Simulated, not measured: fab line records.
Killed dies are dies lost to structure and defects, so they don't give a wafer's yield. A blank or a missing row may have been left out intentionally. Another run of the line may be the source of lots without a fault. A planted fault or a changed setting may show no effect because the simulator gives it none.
Comparing a struck lot with a sound one + flow n5-finfet + 14 out of 1938 route steps
Sound: the wafers L937.1, L937.2, L937.5. Struck: wafers L932.2, L932.3, L932.4. Last of all comes the cause.
Order at every step that has rows: each side's tool, ch and its chambers, its first start. Under that, the readings that differ: sound wafers + struck wafers + difference of the means + sigmas: that difference in standard deviations of wafers without a fault.
alike: a reading whose means differ by less than 2 such deviations, as well as words and numbers matching on both sides. not compared: withheld readings; readings where some wafer has no value; bounds like >300 that might hide an equal value; numbers whose values overlap and for which the record gives no deviation.
The two part at a step that has a row with sigmas, a row that says differs or no value, or rows on one side only. Numbers that don't overlap but have no deviation are shown without sigmas and don't part them. A reading that every wafer of one side lacks parts them only if that side has two wafers or more.

N5_BEOL_M8_STRIP_67: strips in CF4.
  sound on rie-diel-01 ch 0,2, day 14 14:23; struck on rie-diel-01 ch 0,1,2, day 13 03:55
  alike: drypump-motor-current-A, oes-product-au, rf-vpp-V, showerhead-plenum-p-Torr, throttle-valve-pct
  not compared: rf-hours-counter-h
N5_BEOL_M8_HM_OPEN_17: chemistry Cl2/BCl3, target TiN, target depth 20 nm, overetch 6 nm.
  sound on rie-metal-03 ch 0,1, day 14 14:25; struck on rie-metal-02 ch 0,1, day 13 03:58
  alike: drypump-motor-current-A, oes-product-au, throttle-valve-pct
  not compared: rf-hours-counter-h
N5_BEOL_M8_STRIP_19: strips in O2.
  sound on rie-diel-02 ch 0,2, day 14 14:32; struck on rie-diel-03 ch 2,3, day 13 04:04
  alike: drypump-motor-current-A, oes-product-au, rf-vpp-V, showerhead-plenum-p-Torr, throttle-valve-pct
  not compared: rf-hours-counter-h
N5_BEOL_M8_CD_MEAS_18: pitch 80 nm, target cd 40 nm.
  struck on cd-sem-03, day 13 04:09; sound on cd-sem-03, day 14 14:37
  alike: cd-nm
then, 8 steps without rows for these wafers: N5_BEOL_M8_COAT_63 (time 60 s, resist thk 60 nm); N5_BEOL_M8_COAT_64 (time 60 s, resist thk 12 nm); N5_BEOL_M8_COAT_71 (time 60 s, resist thk 5 nm); N5_BEOL_M8_COAT_22 (resist thk 30 nm); N5_BEOL_M8_EBR_24; N5_BEOL_M8_SOFTBAKE_23 (time 60 s); N5_BEOL_M8_EXPOSE_25 (exposes mask V7, target cd 40 nm); N5_BEOL_M8_PEB_26 (peb time 60 s).
N5_BEOL_M8_DEVELOP_27: develop time 30 s.
  struck on litho-track-03, day 13 05:28; sound on litho-track-03 ch 0, day 14 16:25
  no value came back on the struck wafers for chill-plate-temp-C (C), develop-time-s (s); on the sound wafers chill-plate-temp-C (C) reads 23.00 23.02 22.90
| reading                                      | sound          | struck   | difference | sigmas |
|----------------------------------------------|----------------|----------|------------|--------|
| model.CAR-EUV_of_BEOL_M8_COAT_22.thk-nm (nm) | 29.6 29.4 29.6 | 30 30 30 | +0         |        |
N5_BEOL_M8_CD_MEAS_28: target cd 40 nm.
  sound on cd-sem-02 ch 0, day 14 16:28; struck on cd-sem-03 ch 0, day 13 05:32
| reading    | sound             | struck | difference                    | sigmas |
|------------|-------------------|--------|-------------------------------|--------|
| cd-nm (nm) | 39.66 40.03 40.06 | - - -  | no value on the struck wafers |        |

## WHERE THEY PART
At N5_BEOL_M8_DEVELOP_27 first; at N5_BEOL_M8_CD_MEAS_28 last (within this record only).

WHY: whatever the simulator had introduced
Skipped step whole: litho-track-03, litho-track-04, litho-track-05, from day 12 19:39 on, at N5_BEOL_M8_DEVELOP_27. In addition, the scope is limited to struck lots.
